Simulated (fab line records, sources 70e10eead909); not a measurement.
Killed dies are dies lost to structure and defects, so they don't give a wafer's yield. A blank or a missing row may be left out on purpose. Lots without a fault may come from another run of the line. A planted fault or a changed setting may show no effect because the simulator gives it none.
Chamber matching | flow nand_harc | NHARC_A_CONTACT_DESCUM_74 on rie_diel-07: 4 sister chambers
The step chemistry O2, time 3 s. 4 wafers are shown with their chamber, then 12 later ones without.

WAFERS WITH THEIR CHAMBER
wafer  | chamber | showerhead_plenum_p_Torr (Torr)
L082.2 | 2       | 1.94
L082.6 | 1       | 1.98
L093.2 | 3       | 2.01
L093.5 | 0       | 1.82

WAFERS WITHOUT THEIR CHAMBER
wafer  | showerhead_plenum_p_Torr (Torr)
L092.1 | 1.98
L092.4 | 1.93
L092.6 | 2.00
L095.1 | 1.98
L095.4 | 2.00
L095.5 | 1.81
L097.3 | 1.93
L097.4 | 2.00
L097.6 | 1.93
L096.2 | 1.93
L096.3 | 2.00
L096.6 | 1.93

WHICH CHAMBER EACH WENT THROUGH
wafer  | from the rows above     | in truth
L092.1 | 1                       | 1
L092.4 | 2                       | 2
L092.6 | can't be placed: 3 or 1 | 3
L095.1 | 1                       | 1
L095.4 | can't be placed: 3 or 1 | 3
L095.5 | 0                       | 0
L097.3 | 2                       | 2
L097.4 | can't be placed: 3 or 1 | 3
L097.6 | 2                       | 2
L096.2 | 2                       | 2
L096.3 | can't be placed: 3 or 1 | 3
L096.6 | 2                       | 2
Placed correctly: 8 of 12. Can't be placed from these rows: 4 (the true chamber is among the candidates in 4). Placed wrongly: 0.
How it was worked out, from the rows above alone: a wafer's distance from a chamber is the root of the sum, over the readings, of the square of ((its reading less the chamber's mean) divided by the reading's scatter). The wafer belongs to the nearest chamber; if the next one is less than 2 further off, it can't be placed. A chamber's mean is the mean of its shown wafers. The scatter: with one shown wafer a chamber, the root of the mean of the squares of how far each hidden wafer lies from its nearest shown one.
